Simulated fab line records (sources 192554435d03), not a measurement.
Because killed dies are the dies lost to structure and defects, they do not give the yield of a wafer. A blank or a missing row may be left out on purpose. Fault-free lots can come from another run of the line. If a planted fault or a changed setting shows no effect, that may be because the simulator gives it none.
Struck lot and sound lot, side by side | flow n5Finfet | 37 out of 1938 route steps
Sound: wafers L371.1, L371.2, L371.5. Struck: wafer L379.2. (L379.3, L379.6 of the same lot were not struck and are left out.) The cause comes at the end.
Per side, at each step with rows, come the tool, then ch with its chambers, and then its first start. Under that, the readings that differ: sound wafers | struck wafers | difference of the means | sigmas: that difference in standard deviations of wafers without a fault.
alike: readings whose means differ by less than 2 such deviations, and words and numbers that are the same on both sides. not compared: withheld readings, readings that some wafer has no value for, bounds like >300 that may hide the same value, and numbers for which the record gives no deviation and whose values overlap.
Wherever a step has rows on one side only, a row that says differs or no value, or a row with sigmas, the two part there. Non-overlapping numbers with no deviation appear without sigmas and do not part them. A reading that every wafer of one side lacks parts them only if that side has two wafers or more.

first, 9 steps without rows for these wafers: N5_MOL_CONTACT_COAG_COAT_02 (resist thk 30 nm); N5_MOL_CONTACT_COAG_EBR_04; N5_MOL_CONTACT_COAG_SOFTBAKE_03 (time 60 s); N5_MOL_CONTACT_COAG_EXPOSE_05 (exposes mask CA, defocus 0 nm); N5_MOL_CONTACT_COAG_PEB_06 (peb time 60 s); N5_MOL_CONTACT_COAG_DEVELOP_07 (develop time 30 s); N5_MOL_CONTACT_COAG_DESCUM_13 (chemistry O2, time 7 s); N5_MOL_CONTACT_COAG_ETCH_59 (etches underlayer in N2/H2, target depth 13 nm, time 10.4 s); N5_MOL_CONTACT_COAG_ETCH_105 (etches SiARC in CF4, target depth 15.6 nm, time 26 s).
N5_MOL_CONTACT_COAG_ETCH_106: etches SOC in N2/H2, target depth 80 nm, overetch 16 nm, time 120 s.
  sound on rieDiel-01 ch 0,1,2, day 5 16:13; struck on rieDiel-01 ch 3, day 7 15:14
reading                                             | sound             | struck | difference | sigmas
model.etch.depthNm (nm)                             | 80.43 80.26 80.14 | 79.65  | -0.63      | 
model.SiARC_of_MOL_CONTACT_COAG_COAT_104.thkNm (nm) | 6.2 6.6 6.4       | 7.4    | +1.0       | 
model.MOL_CONTACT_COAG.cdOffsetNm (nm)              | 0.2 0 -0.2        | -0.6   | -0.6       | 
  alike: biasW, drypumpMotorCurrentA, oesProductAu, rfVppV, showerheadPlenumPTorr, throttleValvePct
  not compared: rfHoursCounterH
then, 5 steps without rows for these wafers: N5_MOL_CONTACT_COAG_STRIP_107 (strips in N2/H2); N5_MOL_CONTACT_COAG_STRIP_108 (strips in N2/H2); N5_MOL_CONTACT_COAG_CONTACT_ETCH_14 (etches SiO2 in C4F6/O2, target depth 27.5 nm, overetch 8.5 nm, time 20 s); N5_MOL_CONTACT_COAG_STRIP_109 (strips in C4F6/O2); N5_MOL_CONTACT_COAG_ETCH_15 (etches SiNx in CH3F/O2, stops on Si:P, target depth 7 nm).
N5_MOL_CONTACT_COAG_ETCH_110: etches Si in CF4/O2, target depth 2.5 nm, time 8 s.
  sound on rieDiel-01 ch 0,1,2, day 5 16:24; struck on rieDiel-01 ch 3, day 7 15:26
reading                                | sound      | struck | difference | sigmas
model.MOL_CONTACT_COAG.cdOffsetNm (nm) | 0.2 0 -0.2 | -0.4   | -0.4       | 
  alike: biasW, drypumpMotorCurrentA, oesProductAu, rfVppV, showerheadPlenumPTorr, throttleValvePct
  not compared: rfHoursCounterH
then, 19 steps without rows for these wafers: N5_MOL_CONTACT_COAG_STRIP_98 (strips in N2/H2); N5_MOL_CONTACT_COAG_IMPLANT_129; N5_MOL_CONTACT_COAG_PRECLEAN_111 (cleans in NF3:NH3, afs cycles 1, time 20 s, sublimation time 60 s); N5_MOL_CONTACT_COAG_TI_SIL_19 (material Ti, target thk 4.2 nm, time 15 s); N5_MOL_CONTACT_COAG_ALD_20 (deposits TiN, target thk 1.5 nm, pulse time 1 s, purge time 3 s); N5_MOL_CONTACT_COAG_SIL_ANNEAL_21 (time 60 s); N5_MOL_CONTACT_COAG_PRE_CLEAN_141 (time 60 s); N5_MOL_CONTACT_COAG_SPUTTER_143 (material Co, target thk 2.5 nm); N5_MOL_CONTACT_COAG_CO_FILL_22 (material Co, precursor CCTBA/H2, target thk 20 nm); N5_MOL_CONTACT_COAG_ANNEAL_113 (time 300 s); N5_MOL_CONTACT_COAG_PRE_CLEAN_142 (time 60 s); N5_MOL_CONTACT_COAG_SPUTTER_130 (material Co, target thk 47.5 nm); N5_MOL_CONTACT_COAG_PRECLEAN_125 (cleans in DIW, time 57.5 s); N5_MOL_CONTACT_COAG_SRD_126 (dry time 32 s); N5_MOL_CONTACT_COAG_CMP_23 (polishes, stops on SiO2, t overpolish 1.5 s, target thk 0 nm); N5_MOL_CONTACT_COAG_WET_ETCH_26 (target Co, target depth 13 nm); N5_MOL_CONTACT_COAG_WET_ETCH_116 (etches the open film in SC1-inhibited, target depth 4.6 nm, rinse time 30 s); N5_MOL_CONTACT_COAG_ALD_27 (deposits SiOC, target thk 17 nm, pulse time 1.5 s, time 2720 s); N5_MOL_CONTACT_COAG_CMP_28 (polishes, stops on SiNx, t overpolish 0.85 s, target thk 14.522 nm).
-- the record jumps here: 4 days lie between the struck wafers' starts before and after (it left off in module MOL_CONTACT_COAG and takes up again in module BEOL_M4, whose first step shown is number 1111 of the route) --
N5_BEOL_M4_RC_MEAS_101:
  sound on prober-01 ch 0, day 9 14:13; struck on prober-01 ch 0, day 11 20:59
reading       | sound          | struck | difference | sigmas
DIBL_P (mV/V) | 36.9 38.6 37.8 | 34.1   | -3.7       | -2
  alike: DIBL_N, IOFF_N, IOFF_P, ION_N, ION_P, SS_N, SS_P, VT_N, VT_P
  not compared: device
-- here the record skips 5 days between the struck wafers' starts before and after, leaving off in module BEOL_M4 and picking up in module PASSIVATION (first step shown: number 1936 of the route) --
N5_PASSIVATION_PROBE_49:
  record: rows for the struck wafers here (prober-02, day 16 11:13), none for the sound ones

WHERE THEY PART
Earliest at N5_BEOL_M4_RC_MEAS_101; latest, in this record, at N5_PASSIVATION_PROBE_49.

WHY: the cause the simulator had injected
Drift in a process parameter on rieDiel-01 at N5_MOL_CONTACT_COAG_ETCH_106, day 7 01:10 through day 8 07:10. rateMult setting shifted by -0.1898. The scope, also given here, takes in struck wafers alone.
